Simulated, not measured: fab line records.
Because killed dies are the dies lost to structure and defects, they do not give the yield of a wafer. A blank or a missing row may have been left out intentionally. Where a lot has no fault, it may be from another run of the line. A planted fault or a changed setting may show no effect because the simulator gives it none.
The tool behind it: which one?    flow n5 finfet    9 lots with 24 wafers sampled at 6 steps, on a route of 1938 steps

## WHAT THE GAUGES READ, wafer by wafer
N5_BEOL_M3_OCD_MEAS_38.
lot   measured      on      trench depth nm (nm)
L907  day 7 20:51   ocd-02  55.8 56.4 57.0
L908  day 7 21:30   ocd-01  54.5 55.4 56.2
L912  day 9 06:41   ocd-02  54.8 54.6 54.1
L910  day 9 06:48   ocd-02  56.3 54.1 55.1
L918  day 11 03:39  ocd-01  54.7 54.0 55.4
L920  day 11 11:58  ocd-02  56.2 55.9 57.2
L921  day 11 18:30  ocd-02  56.9 45.1
L922  day 12 01:16  ocd-02  54.5 47.3
L923  day 12 06:57  ocd-02  54.2 47.4

N5_BEOL_M4_RC_MEAS_101.
lot   measured      on         DIBL_N (mV/V)   DIBL_P (mV/V)   IOFF_N (nA/um)  IOFF_P (nA/um)  ION_N (uA/um)  ION_P (uA/um)  SS_N (mV/dec)   SS_P (mV/dec)   VT_N (mV)    VT_P (mV)
L907  day 8 15:26   prober-02  36.6 32.9 34.7  36.8 32.4 33.6  0.18 0.12 0.14  0.25 0.18 0.18  683 659 665    471 458 454    72.0 70.8 71.4  73.6 72.4 72.8  245 255 249  -246 -251 -250
L908  day 8 20:38   prober-02  37.6 34.5 35.5  39.3 35.6 37.1  0.21 0.15 0.17  0.27 0.21 0.24  679 670 676    467 459 473    72.1 71.0 71.4  73.9 72.9 73.0  247 250 251  -246 -247 -248
L912  day 9 22:04   prober-02  36.3 38.0 36.0  36.0 39.9 36.2  0.15 0.19 0.15  0.18 0.26 0.19  663 677 667    455 462 458    71.7 71.8 71.1  73.6 74.1 73.6  251 249 249  -253 -249 -251
L910  day 10 00:50  prober-01  38.6 36.7 35.0  40.7 37.9 36.7  0.21 0.17 0.13  0.24 0.19 0.17  691 683 665    467 459 451    72.3 72.1 71.1  73.7 72.5 72.8  247 249 254  -250 -251 -255
L918  day 11 19:51  prober-02  34.3 37.1 35.0  34.6 38.2 35.8  0.13 0.19 0.15  0.21 0.28 0.23  658 664 669    462 464 470    71.3 71.2 70.5  73.0 73.7 72.3  253 247 249  -249 -246 -246
L920  day 12 01:48  prober-02  31.7 34.5 33.8  31.2 35.6 34.5  0.09 0.13 0.12  0.13 0.19 0.18  654 667 667    456 461 469    70.2 70.7 70.6  71.9 73.1 72.2  258 251 251  -256 -251 -251
L921  day 12 09:31  prober-01  37.6 36.7       37.8 36.8       0.17 0.15       0.19 0.17       671 668        444 446        72.1 72.0       73.8 73.5       251 252      -257 -256
L922  day 12 16:39  prober-01  37.3 37.0       36.3 35.8       0.18 0.16       0.21 0.20       672 682        458 464        72.0 70.6       73.2 73.4       248 249      -251 -251
L923  day 12 21:04  prober-01  37.4 36.3       37.5 36.1       0.17 0.17       0.26 0.22       670 671        462 463        71.8 71.5       74.1 73.4       248 250      -245 -247

## WHICH TOOL RAN EACH LOT (tool, then ch and the chambers of the sampled wafers, then the start)
lot   N5_BEOL_M3_ETCH_70                 N5_BEOL_M3_VIA_ETCH_34             N5_BEOL_M3_TRENCH_ETCH_37          N5_BEOL_M3_PRE_CLEAN_45
L907  rie diel-06 ch 0,2,3, day 7 20:29  rie diel-06 ch 0,2,3, day 7 20:35  rie diel-06 ch 0,2,3, day 7 20:41  pvd sputter-03, day 7 21:13
L908  rie diel-06 ch 1,2,3, day 7 21:08  rie diel-06 ch 1,2,3, day 7 21:14  rie diel-06 ch 1,2,3, day 7 21:20  pvd sputter-01, day 7 21:44
L912  rie diel-06 ch 0,1,3, day 9 06:20  rie diel-06 ch 0,1,3, day 9 06:26  rie diel-06 ch 0,1,3, day 9 06:32  pvd sputter-01, day 9 07:16
L910  rie diel-03 ch 0,1,2, day 9 06:27  rie diel-03 ch 0,1,2, day 9 06:33  rie diel-03 ch 0,1,2, day 9 06:39  pvd sputter-02, day 9 07:22
L918  rie diel-06 ch 1,3, day 11 03:17   rie diel-06 ch 1,3, day 11 03:23   rie diel-06 ch 1,3, day 11 03:29   pvd sputter-03, day 11 03:59
L920  rie diel-01 ch 1,2, day 11 11:36   rie diel-01 ch 1,2, day 11 11:42   rie diel-01 ch 1,2, day 11 11:48   pvd sputter-03, day 11 12:22
L921  rie diel-06 ch 1,2, day 11 18:09   rie diel-06 ch 1,2, day 11 18:15   rie diel-06 ch 1,2, day 11 18:21   pvd sputter-01, day 11 18:49
L922  rie diel-06 ch 0,3, day 12 00:54   rie diel-06 ch 0,3, day 12 01:00   rie diel-06 ch 0,3, day 12 01:06   pvd sputter-03, day 12 01:47
L923  rie diel-06 ch 0,3, day 12 06:35   rie diel-06 ch 0,3, day 12 06:41   rie diel-06 ch 0,3, day 12 06:47   pvd sputter-02, day 12 07:37
- N5_BEOL_M3_ETCH_70: etches SOC in N2/H2, target depth 80 nm, overetch 16 nm, time 120 s.
- N5_BEOL_M3_VIA_ETCH_34: etches the open film in C4F6/O2, target depth 69.4 nm, time 65.9 s.
- N5_BEOL_M3_TRENCH_ETCH_37: etches SiOC in C4F6/O2, target depth 55.555 nm, time 29.2 s.
- N5_BEOL_M3_PRE_CLEAN_45: time 30 s.

## AS READ BY THE TOOLS THEMSELVES (means over the sampled wafers that have a number; for cases with no such wafer, the mark the record gives instead)
N5_BEOL_M3_ETCH_70.
lot   tool         drypump motor current A (A)  oes product au (a.u.)  rf vpp V (V)  showerhead plenum p Torr (Torr)  throttle valve pct (%)
L907  rie diel-06  5.7                          0.60                   521.9         2.48                             17.79
L908  rie diel-06  5.4                          0.56                   521.1         2.46                             17.91
L912  rie diel-06  5.5                          0.60                   521.1         2.44                             17.80
L910  rie diel-03  5.7                          0.59                   523.6         2.54                             18.16
L918  rie diel-06  5.2                          0.55                   520.5         2.42                             17.93
L920  rie diel-01  5.9                          0.65                   522.4         2.47                             17.67
L921  rie diel-06  5.5                          0.55                   522.4         2.46                             17.95
L922  rie diel-06  5.6                          0.59                   521.2         2.44                             17.79
L923  rie diel-06  5.7                          0.59                   521.4         2.44                             17.78

N5_BEOL_M3_VIA_ETCH_34.
lot   tool         drypump motor current A (A)  oes product au (a.u.)  rf vpp V (V)  showerhead plenum p Torr (Torr)  throttle valve pct (%)
L907  rie diel-06  5.7                          0.79                   656           2.78                             30.73
L908  rie diel-06  5.4                          0.73                   662           2.76                             30.83
L912  rie diel-06  5.5                          0.77                   660           2.74                             30.67
L910  rie diel-03  5.8                          0.77                   666           2.83                             30.98
L918  rie diel-06  5.2                          0.71                   664           2.72                             30.78
L920  rie diel-01  6.0                          0.85                   658           2.77                             30.75
L921  rie diel-06  5.5                          0.71                   656           2.77                             30.92
L922  rie diel-06  5.6                          0.77                   658           2.74                             30.62
L923  rie diel-06  5.6                          0.77                   658           2.74                             30.62

N5_BEOL_M3_TRENCH_ETCH_37.
lot   tool         drypump motor current A (A)  oes product au (a.u.)  rf vpp V (V)  showerhead plenum p Torr (Torr)  throttle valve pct (%)
L907  rie diel-06  5.7                          0.79                   657           2.78                             20.88
L908  rie diel-06  5.4                          0.73                   661           2.76                             20.95
L912  rie diel-06  5.5                          0.77                   660           2.75                             20.81
L910  rie diel-03  5.7                          0.76                   667           2.84                             21.14
L918  rie diel-06  5.2                          0.71                   666           2.72                             20.89
L920  rie diel-01  5.9                          0.86                   657           2.77                             20.78
L921  rie diel-06  5.5                          0.67                   656           2.77                             20.99
L922  rie diel-06  5.6                          0.74                   660           2.75                             20.82
L923  rie diel-06  5.6                          0.73                   658           2.74                             20.82

N5_BEOL_M3_PRE_CLEAN_45.
lot   tool            heater power w (W)
L907  pvd sputter-03  339
L908  pvd sputter-01  338
L912  pvd sputter-01  328
L910  pvd sputter-02  330
L918  pvd sputter-03  363
L920  pvd sputter-03  360
L921  pvd sputter-01  318
L922  pvd sputter-03  322
L923  pvd sputter-02  327

## THE ANSWER, worked out from the rows above alone
Rule: what is usual is taken from the lots themselves. The widest of any qualifying gaps counts: lots, ordered by their means at a reading, are off when they make up no more than a third of the lots, leave a main group of 4 or more, and stand apart from it by 3 or more times the standard deviation of that group's means. The tables above print the reading to a certain number of digits; a main group whose means all agree to those digits is not used. A lot without any number at a reading at which 4 lots or more have one is off too. Where the step has rows for the other lots, those lots are counted as sound. The gauges are gone through in route order, then the tools' own readings, and for those a lot's mean is taken as printed above. The first step at which some lot is off is used, and at that step the reading that is off furthest; a lot without a number counts as furthest.
Off, at N5_BEOL_M3_OCD_MEAS_38 on trench depth nm: L921, L922, L923. Main group: mean 55.4 nm, sd 0.75.
If a tool, at a process step before that reading, ran all the lots that are off and no sound lot after the first of them, it fits. The gauges at N5_BEOL_M3_OCD_MEAS_38 are tried like those tools. This does not decide it: 2 tools fit, namely rie diel-06 at N5_BEOL_M3_ETCH_70 and N5_BEOL_M3_VIA_ETCH_34 and N5_BEOL_M3_TRENCH_ETCH_37 and ocd-02 at N5_BEOL_M3_OCD_MEAS_38.

## WHAT THE SIMULATOR PUT IN
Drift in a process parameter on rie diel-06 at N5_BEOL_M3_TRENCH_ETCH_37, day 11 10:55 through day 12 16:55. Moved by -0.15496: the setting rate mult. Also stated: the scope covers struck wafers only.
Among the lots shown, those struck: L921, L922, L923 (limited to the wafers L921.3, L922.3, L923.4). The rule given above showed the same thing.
